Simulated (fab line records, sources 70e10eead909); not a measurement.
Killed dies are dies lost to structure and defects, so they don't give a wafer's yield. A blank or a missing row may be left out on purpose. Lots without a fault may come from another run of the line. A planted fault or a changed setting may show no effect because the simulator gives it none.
fab line records | flow nand_harc
record lots=13 wafers=39 last_day=33
route steps=1302 shown A_CONTACT@1014 END@1302
lots that met no fault: from a run of the same line without faults
start_h: hours from the record's first day to the start of the lot's first wafer shown | wait_h: hours since the lot's step before | " the same as in the row above | L1.1+2: a row that stands for several wafers | - no value, or no start given | * or withheld: withheld | < > ~ a bound
route shown NAME@n: a module of which the file shows steps, and the number in the route of the first | usual: mean/standard deviation of fault-free wafers | same: alike in all rows | chamber/n: place in a boat | sites: the reading at each site | _std_site: their standard deviation | _edge_site: outer sites' mean less inner sites' | radius_mm: how far each site lies from the wafer's centre | mask NAME#n: copy n | behind: the tool/chamber that last shaped the wafer | hold: why the lot was held/for how many hours/how that ended | device: the transistor (n, p or np) that didn't switch | end of line: the same wafers' tests at the end of the route | a step without rows: its recipe alone | killed: dies lost to structure and defects at the first sort, not the wafer's yield | map: a wafer's dies, x killed, . not, _ none there
set.NAME: the setting as run; set.NAME@STEP: as run at that earlier step | model.NAME: the simulator's own value behind a step, which no gauge read
steps of the route over a sample of lots; a table a step, a row a wafer
services: from which hour (start_h, from the record's first day; less than 0 if before it) a tool's chamber was out of use, for how many hours, and why
## steps
# step NHARC_A_CONTACT_ETCH_120
# recipe source_w=withheld pressure_mtorr=20 bias_v=3000 time_s=190 target_depth_a=18500 ar_flow_sccm=withheld c4f8_flow_sccm=withheld o2_flow_sccm=withheld chemistry=C4F8/O2/Ar
# columns lot.wafer tool chamber start_h wait_h rf_hours_counter_h
L164.1 har_cap_etch-02 0 491.71 0.1 82
L164.3 " 1 " " -
L164.5 " 1 " " -
L166.4 har_cap_etch-03 0 503.45 0.1 -
L166.6 " 0 " " -
L166.5 " 1 " " -
L170.3 har_cap_etch-03 0 551.81 0.2 -
L170.6 " 1 " " -
L170.5 " 0 " " -
L172.2 har_cap_etch-03 0 581.90 0.1 57
L172.1 " 1 " " 57
L172.5 " 1 " " -
L173.1 har_cap_etch-01 1 583.13 0.1 13
L173.4 " 0 " " -
L173.5 " 1 " " -
L175.1 har_cap_etch-01 1 610.50 0.1 17
L175.4 " 0 " " -
L175.6 " 0 " " -
L176.2 har_cap_etch-01 1 627.28 0.1 19
L176.4 " 1 " " -
L176.6 " 0 " " -
L177.1 har_cap_etch-02 0 631.41 0.1 106
L177.4 " 1 " " -
L177.5 " 1 " " -
L180.2 har_cap_etch-01 1 658.47 0.1 24
L180.3 " 0 " " -
L180.5 " 0 " " -
L184.2 har_cap_etch-01 0 701.29 0.1 33
L184.3 " 1 " " -
L184.5 " 0 " " -
L185.1 har_cap_etch-02 0 703.38 0.1 122
L185.3 " 0 " " -
L185.6 " 0 " " -
L187.2 har_cap_etch-01 0 720.95 0.1 37
L187.1 " 1 " " 37
L187.4 " 0 " " -
L186.2 har_cap_etch-02 1 726.22 0.1 126
L186.5 " 1 " " -
L186.6 " 0 " " -
# step NHARC_A_CONTACT_ETCH_123
# recipe source_w=withheld pressure_mtorr=20 bias_v=400 time_s=490 target_depth_a=21100 ar_flow_sccm=withheld c4f8_flow_sccm=11.5 o2_flow_sccm=7.2 chemistry=C4F8/O2/Ar
# columns lot.wafer tool chamber start_h wait_h rf_hours_counter_h
L164.1 har_cap_etch-02 0 492.23 0.1 82
L164.3 " 1 " " -
L164.5 " 1 " " -
L166.4 har_cap_etch-03 0 504.08 0.3 -
L166.6 " 0 " " -
L166.5 " 1 " " -
L170.3 har_cap_etch-03 0 552.73 0.4 -
L170.6 " 1 " " -
L170.5 " 0 " " -
L172.2 har_cap_etch-03 0 582.42 0.1 58
L172.1 " 1 " " 58
L172.5 " 1 " " -
L173.1 har_cap_etch-01 1 583.64 0.1 14
L173.4 " 0 " " -
L173.5 " 1 " " -
L175.1 har_cap_etch-01 1 611.07 0.2 17
L175.4 " 0 " " -
L175.6 " 0 " " -
L176.2 har_cap_etch-01 1 627.85 0.2 20
L176.4 " 1 " " -
L176.6 " 0 " " -
L177.1 har_cap_etch-02 0 631.98 0.2 106
L177.4 " 1 " " -
L177.5 " 1 " " -
L180.2 har_cap_etch-01 1 658.98 0.1 25
L180.3 " 0 " " -
L180.5 " 0 " " -
L184.2 har_cap_etch-01 0 701.87 0.2 33
L184.3 " 1 " " -
L184.5 " 0 " " -
L185.1 har_cap_etch-02 0 703.90 0.1 122
L185.3 " 0 " " -
L185.6 " 0 " " -
L187.2 har_cap_etch-01 0 721.46 0.1 38
L187.1 " 1 " " 38
L187.4 " 0 " " -
L186.2 har_cap_etch-02 1 726.74 0.1 126
L186.5 " 1 " " -
L186.6 " 0 " " -
# step NHARC_A_CONTACT_ETCH_90
# recipe target_depth_a=400 over_etch_frac=0.5 time_s=85.7 ion_energy_ev=120 ch3f_flow_sccm=50 o2_flow_sccm=30 ar_flow_sccm=200 rf_w=500 bias_w=100 chemistry=CH3F/O2
# usual drypump_motor_current_A=5.9/0.49 oes_product_au=0.95/0.036 rf_vpp_V=244.1/1.5 showerhead_plenum_p_Torr=2.45/0.11 throttle_valve_pct=20.664/0.0093
# same over_etch_frac=0.5
# columns lot.wafer tool chamber start_h wait_h drypump_motor_current_A oes_product_au rf_hours_counter_h rf_vpp_V showerhead_plenum_p_Torr throttle_valve_pct
L164.3 rie_diel-08 1 493.21 0.6 6.6 0.94 18 244.3 2.42 20.671
L164.1 " 3 " " 6.5 0.94 23 244.0 2.43 20.668
L164.5 " 1 " " 6.7 0.94 - 242.7 2.42 20.664
L166.4 rie_diel-04 1 504.92 0.8 5.7 0.94 36 243.7 2.42 20.667
L166.6 " 2 " " 5.1 0.93 - 246.2 2.62 20.678
L166.5 " 3 " " 5.5 0.93 - 242.5 2.28 20.672
L170.3 rie_diel-04 1 553.59 0.7 5.7 1.02 4 243.8 2.42 20.654
L170.6 " 2 " " 5.1 1.00 - 245.9 2.61 20.676
L170.5 " 3 " " 5.5 1.01 - 247.0 2.66 20.667
L172.2 rie_diel-08 1 583.40 0.9 6.7 0.98 6 243.3 2.42 20.663
L172.1 " 0 " " 5.6 0.98 6 243.9 2.38 20.670
L172.5 " 2 " " 5.7 0.96 - 245.4 2.38 20.639
L173.4 rie_diel-08 3 584.61 0.6 6.5 0.94 7 243.8 2.42 20.658
L173.1 " 1 " " 6.7 0.92 6 243.6 2.42 20.666
L173.5 " 3 " " 6.5 0.92 - 244.0 2.42 20.673
L175.4 rie_diel-08 0 611.98 0.7 5.6 0.93 11 241.6 2.38 20.638
L175.1 " 2 " " 5.7 0.91 11 245.2 2.38 20.678
L175.6 " 3 " " 6.4 0.92 - 243.9 2.42 20.674
L176.2 rie_diel-01 3 628.74 0.8 5.8 1.00 17 241.5 2.30 20.664
L176.4 " 0 " " 5.7 1.00 12 243.3 2.46 20.681
L176.6 " 3 " " 5.8 1.00 - 242.8 2.30 20.677
L177.4 rie_diel-01 1 632.88 0.7 5.6 0.93 13 244.5 2.53 20.663
L177.1 " 3 " " 5.8 0.92 18 241.4 2.30 20.672
L177.5 " 0 " " 5.7 0.92 - 243.7 2.46 20.667
L180.2 rie_diel-04 0 659.97 0.9 6.6 1.01 44 246.5 2.62 20.650
L180.3 " 2 " " 5.1 1.01 39 244.9 2.60 20.646
L180.5 " 3 " " 5.5 1.00 - 245.8 2.64 20.675
L184.3 rie_diel-08 0 702.77 0.7 5.6 0.99 30 242.0 2.37 20.676
L184.2 " 2 " " 5.7 0.99 27 242.8 2.37 20.665
L184.5 " 3 " " 6.5 0.99 - 244.1 2.41 20.676
L185.3 rie_diel-08 3 704.88 0.7 6.5 1.02 29 243.7 2.41 20.674
L185.1 " 2 " " 5.7 0.99 28 243.1 2.37 20.658
L185.6 " 0 " " 5.6 1.01 - 243.0 2.37 20.670
L187.1 rie_diel-04 1 722.45 0.8 5.7 1.01 0 244.6 2.39 20.671
L187.2 " 2 " " 5.1 1.01 0 245.4 2.59 20.673
L187.4 " 2 " " 5.1 1.00 - 246.4 2.59 20.656
L186.2 rie_diel-04 3 727.72 0.9 5.5 0.94 2 246.8 2.63 20.671
L186.6 " 3 " " 5.5 0.93 - 246.7 2.63 20.661
L186.5 " 1 " " 5.7 0.93 - 244.6 2.39 20.669
# step NHARC_A_CONTACT_SOFTBAKE_64
# recipe temp_c=105 time_s=55
# usual heater_power_total_W=188.47/0.15
# columns lot.wafer tool chamber start_h wait_h heater_power_total_W
L164.1 litho_track-04 0 502 - 188.34
L164.3 " 0 " " 188.40
L164.5 " 0 " " 188.45
L166.4 litho_track-06 0 511 - 188.32
L166.5 " 0 " " 188.46
L166.6 " 0 " " 188.34
L170.3 litho_track-04 0 560 - 188.46
L170.5 " 0 " " 188.79
L170.6 " 0 " " 188.37
L172.1 litho_track-06 0 588 - 188.64
L172.2 " 0 " " 188.69
L172.5 " 0 " " 188.27
L173.1 litho_track-04 0 589 - 188.38
L173.4 " 0 " " 188.36
L173.5 " 0 " " 188.48
L175.1 litho_track-06 0 619 - 188.75
L175.4 " 0 " " 188.71
L175.6 " 0 " " 188.42
L176.2 litho_track-04 0 636 - 188.39
L176.4 " 0 " " 188.66
L176.6 " 0 " " 188.33
L177.1 litho_track-01 0 637 - 188.30
L177.4 " 0 " " 188.37
L177.5 " 0 " " 188.53
L180.2 litho_track-06 0 671 - 188.72
L180.3 " 0 " " 188.49
L180.5 " 0 " " 188.37
L184.2 litho_track-04 0 707 - 323.03
L184.3 " 0 " " 188.34
L184.5 " 0 " " 322.97
L185.1 litho_track-04 0 709 - 188.36
L185.3 " 0 " " 188.51
L185.6 " 0 " " 323.21
L187.1 litho_track-06 0 727 - 188.31
L187.2 " 0 " " 188.29
L187.4 " 0 " " 188.43
L186.2 litho_track-01 0 732 - 188.48
L186.5 " 0 " " 188.63
L186.6 " 0 " " 188.31
# step NHARC_END_SORT_01
# recipe temp_c=25
# usual killed_at_array=53/21 killed_at_other=0.8/1.1 killed_at_periphery=4.2/2.7 killed_dies=58/22 killed_open=3.4/1.9 killed_short=2.5/1.6
# same gross_dies=677
# columns lot.wafer tool chamber start_h wait_h killed_at_array killed_at_other killed_at_periphery killed_dies killed_open killed_short
L170.3 prober-02 0 630.46 3.1 58 1 4 63 2 3
L170.5 prober-02 0 632.07 3.7 46 1 5 52 3 2
L170.6 prober-02 0 632.87 4.0 51 1 6 58 1 1
L172.1 prober-01 0 647.71 2.5 53 1 3 57 3 3
L172.2 prober-01 0 648.50 2.8 49 1 7 57 3 1
L172.5 prober-01 0 650.86 3.6 50 1 11 62 4 7
L173.1 prober-02 0 652.40 2.5 70 5 7 82 4 2
L173.4 prober-02 0 654.81 3.4 84 3 1 88 4 2
L173.5 prober-02 0 655.62 3.7 75 0 4 79 4 1
L180.2 prober-01 0 733.12 2.8 51 0 6 57 4 2
L180.3 prober-01 0 733.90 3.1 71 1 4 76 1 2
L187.1 prober-02 0 789.04 2.5 82 0 3 85 4 0
L187.2 prober-02 0 789.84 2.8 76 0 3 79 3 3
L187.4 prober-02 0 791.43 3.4 61 0 0 61 3 1
# killed by level:class
L170.3 A_CHANNEL_HOLE_D1:chamber_film_flake=35 A_CHANNEL_HOLE_D2:chamber_film_flake=13 A_CONTACT:chamber_film_flake=3 A_M0:geometric_particle:short=2 P_ZERO_WELL:chamber_film_flake=2 A_BLC:geometric_particle:open=1 A_M0:geometric_particle:open=1 P_GATE:chamber_film_flake=1
L170.5 A_CHANNEL_HOLE_D1:chamber_film_flake=31 A_CHANNEL_HOLE_D2:chamber_film_flake=8 P_M1:chamber_film_flake=2 A_WL_FILL:chamber_film_flake=2 P_M1:geometric_particle:short=1 P_M2:geometric_particle:open=1 A_CHANNEL_FILL_D1:geometric_particle:open=1 A_DECK1_JOINT:geometric_particle:open=1
L170.6 A_CHANNEL_HOLE_D1:chamber_film_flake=36 A_CHANNEL_HOLE_D2:chamber_film_flake=7 P_GATE:chamber_film_flake=3 A_STAIRCASE:chamber_film_flake=3 P_M1:chamber_film_flake=2 P_M0:geometric_particle:short=1 A_CHANNEL_HOLE_D1:geometric_particle:open=1 A_CHANNEL_FILL_D1:chamber_film_flake=1
L172.1 A_CHANNEL_HOLE_D1:chamber_film_flake=36 A_CHANNEL_HOLE_D2:unspecified=6 A_CONTACT:chamber_film_flake=3 P_ZERO_WELL:chamber_film_flake=2 P_GATE:geometric_particle:open=1 A_SOURCE_PLATE:geometric_particle:open=1 A_CHANNEL_FILL_D1:geometric_particle:short=1 A_ONON_D2:geometric_particle:short=1
L172.2 A_CHANNEL_HOLE_D1:chamber_film_flake=33 A_CONTACT:chamber_film_flake=4 P_ZERO_WELL:chamber_film_flake=3 A_DECK1_JOINT:chamber_film_flake=2 A_CHANNEL_HOLE_D2:unspecified=2 A_CHANNEL_HOLE_D2:chamber_film_flake=2 A_STAIRCASE:chamber_film_flake=2 P_M1:geometric_particle:open=1
L172.5 A_CHANNEL_HOLE_D1:chamber_film_flake=31 P_ZERO_WELL:chamber_film_flake=6 A_CHANNEL_HOLE_D2:chamber_film_flake=4 A_CHANNEL_FILL_D2:chamber_film_flake=3 P_M1:geometric_particle:short=2 A_CHANNEL_FILL_D1:geometric_particle:short=2 A_STAIRCASE:chamber_film_flake=2 A_CONTACT:chamber_film_flake=2
L173.1 A_CHANNEL_HOLE_D1:chamber_film_flake=27 A_SLIT:chamber_film_flake=22 A_CHANNEL_HOLE_D2:chamber_film_flake=15 P_BONDPAD:chamber_film_flake=4 THIN_TSV:chamber_film_flake=4 P_CONTACT:geometric_particle:open=1 P_M0:geometric_particle:open=1 P_M2:geometric_particle:short=1
L173.4 A_CHANNEL_HOLE_D1:chamber_film_flake=31 A_SLIT:chamber_film_flake=28 A_CHANNEL_HOLE_D2:chamber_film_flake=9 THIN_TSV:chamber_film_flake=3 A_ONON_D2:geometric_particle:open=2 A_CHANNEL_FILL_D2:chamber_film_flake=2 A_STAIRCASE:chamber_film_flake=2 A_SGD_CUT:chamber_film_flake=2
L173.5 A_CHANNEL_HOLE_D1:chamber_film_flake=28 A_SLIT:chamber_film_flake=25 A_CHANNEL_HOLE_D2:chamber_film_flake=11 A_CONTACT:chamber_film_flake=5 P_BONDPAD:chamber_film_flake=3 P_M0:geometric_particle:short=1 A_ONON_D1:geometric_particle:open=1 A_CHANNEL_FILL_D1:geometric_particle:open=1
L180.2 A_SLIT:chamber_film_flake=25 A_CHANNEL_HOLE_D2:chamber_film_flake=16 A_CHANNEL_HOLE_D1:chamber_film_flake=4 P_ZERO_WELL:chamber_film_flake=3 A_WL_FILL:geometric_particle:short=2 P_GATE:geometric_particle:open=1 P_M0:geometric_particle:open=1 A_ONON_D1:geometric_particle:open=1
L180.3 A_SLIT:chamber_film_flake=35 A_CHANNEL_HOLE_D2:chamber_film_flake=18 A_CHANNEL_HOLE_D1:chamber_film_flake=9 A_WL_FILL:chamber_film_flake=4 A_CONTACT:chamber_film_flake=2 A_ONON_D1:geometric_particle:short=1 A_CHANNEL_FILL_D1:geometric_particle:open=1 A_M0:geometric_particle:short=1
L187.1 A_CHANNEL_HOLE_D2:chamber_film_flake=30 A_CHANNEL_HOLE_D1:chamber_film_flake=17 A_SLIT:chamber_film_flake=13 A_CONTACT:chamber_film_flake=11 A_WL_FILL:chamber_film_flake=3 A_CHANNEL_FILL_D1:chamber_film_flake=2 A_CHANNEL_FILL_D2:chamber_film_flake=2 P_CONTACT:geometric_particle:open=1
L187.2 A_CHANNEL_HOLE_D2:chamber_film_flake=39 A_CHANNEL_HOLE_D1:chamber_film_flake=18 A_CONTACT:chamber_film_flake=8 A_SLIT:chamber_film_flake=4 A_CHANNEL_FILL_D1:chamber_film_flake=2 A_CHANNEL_FILL_D2:chamber_film_flake=2 P_GATE:geometric_particle:open=1 P_CONTACT:geometric_particle:open=1
L187.4 A_CHANNEL_HOLE_D2:chamber_film_flake=23 A_CHANNEL_HOLE_D1:chamber_film_flake=11 A_CONTACT:chamber_film_flake=10 A_SLIT:chamber_film_flake=8 A_CHANNEL_FILL_D2:chamber_film_flake=4 A_DECK1_JOINT:geometric_particle:open=1 A_STAIRCASE:geometric_particle:open=1 A_CONTACT:geometric_particle:open=1
## services
# columns tool chamber start_h hours kind
rie_diel-04 - 486.02 0.6 repair
har_cap_etch-02 - 489.05 0.5 repair
har_cap_etch-01 - 497.00 17.0 pm
har_cap_etch-01 0 497.00 17.0 vent_cycle
har_cap_etch-01 1 497.00 17.0 vent_cycle
litho_track-01 - 505.00 7.0 pm
har_cap_etch-01 0 514.00 - clean
har_cap_etch-01 0 514.00 - consumable_replace:focus_ring
har_cap_etch-01 1 514.00 - clean
litho_track-06 - 529.00 7.0 pm
rie_diel-04 - 535.83 9.0 pm
rie_diel-08 - 545.31 9.0 pm
litho_track-04 - 553.00 7.0 pm
rie_diel-01 1 558.22 4.2 repair
rie_diel-01 - 560.99 9.0 pm
rie_diel-04 2 634.37 5.1 repair
rie_diel-01 1 646.94 11.9 repair
har_cap_etch-01 - 659.85 12.3 repair
litho_track-01 - 680.00 7.0 pm
litho_track-06 - 704.00 7.0 pm
rie_diel-08 1 709.58 7.9 repair
rie_diel-04 - 712.83 9.0 pm
rie_diel-08 - 722.31 9.0 pm
litho_track-04 - 728.00 7.0 pm
## key
first_sign step=NHARC_A_CONTACT_SOFTBAKE_64 reading=heater_power_total_W direction=up sigmas=99+ usual=* struck=*
effect none on later readings
met_at NHARC_A_CONTACT_SOFTBAKE_64
struck_lots L184,L185
struck_wafers L184.2,L184.5,L185.6
tester_left_out L184,L185
not_acting_at NHARC_A_CONTACT_ETCH_120,NHARC_A_CONTACT_ETCH_123,NHARC_A_CONTACT_ETCH_90
onset_between 636 707
fault kind=process_parameter_drift tool=litho_track-04 chamber=- onset_h=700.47 steps=NHARC_A_CONTACT_SOFTBAKE_64 channel=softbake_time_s offset=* shape=step end_h=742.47 scope=struck_wafers_only acts_in=* stated=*
# tester_left_out: of these lots the tester's yield and bins aren't shown, on N5 and GAA mostly nor the transistor test; their killed dies are dies lost to structure and defects alone, not to doping, threshold or leakage, so they don't give the yield
